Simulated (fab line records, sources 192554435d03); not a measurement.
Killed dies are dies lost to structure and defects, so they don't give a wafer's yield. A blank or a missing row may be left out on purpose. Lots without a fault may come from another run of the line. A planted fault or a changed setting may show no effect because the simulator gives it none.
Chamber matching | flow n5_finfet | N5_BEOL_M10_ETCH_62 on rie_diel-04: 4 sister chambers
The step etches SOC in N2/H2, target depth 110 nm, overetch 22 nm, time 165 s. 8 wafers are shown with their chamber, then 10 later ones without.

WAFERS WITH THEIR CHAMBER
wafer  | chamber | showerhead_plenum_p_Torr (Torr) | drypump_motor_current_A (A)
L084.2 | 1       | 2.61                            | 6.1
L089.3 | 3       | 2.43                            | 6.1
L089.4 | 0       | 2.60                            | 6.6
L086.1 | 0       | 2.60                            | 6.6
L086.2 | 2       | 2.50                            | 6.4
L086.4 | 3       | 2.43                            | 6.1
L090.3 | 2       | 2.50                            | 6.3
L090.5 | 1       | 2.60                            | 6.1

WAFERS WITHOUT THEIR CHAMBER
wafer  | showerhead_plenum_p_Torr (Torr) | drypump_motor_current_A (A)
L090.6 | 2.60                            | 6.6
L093.1 | 2.43                            | 6.1
L093.4 | 2.60                            | 6.6
L093.6 | 2.60                            | 6.6
L094.1 | 2.59                            | 6.1
L094.2 | 2.50                            | 6.4
L094.6 | 2.43                            | 6.1
L097.1 | 2.59                            | 6.1
L097.2 | 2.49                            | 6.3
L097.3 | 2.60                            | 6.6

WHICH CHAMBER EACH WENT THROUGH
wafer  | from the rows above | in truth
L090.6 | 0                   | 0
L093.1 | 3                   | 3
L093.4 | 0                   | 0
L093.6 | 0                   | 0
L094.1 | 1                   | 1
L094.2 | 2                   | 2
L094.6 | 3                   | 3
L097.1 | 1                   | 1
L097.2 | 2                   | 2
L097.3 | 0                   | 0
Placed correctly: 10 of 10. Can't be placed from these rows: 0. Placed wrongly: 0.
How it was worked out, from the rows above alone: a wafer's distance from a chamber is the root of the sum, over the readings, of the square of ((its reading less the chamber's mean) divided by the reading's scatter). The wafer belongs to the nearest chamber; if the next one is less than 2 further off, it can't be placed. A chamber's mean is the mean of its shown wafers. The scatter: the root of (the sum of the squares of (reading less its chamber's mean) over the shown wafers, divided by (wafers less chambers)).
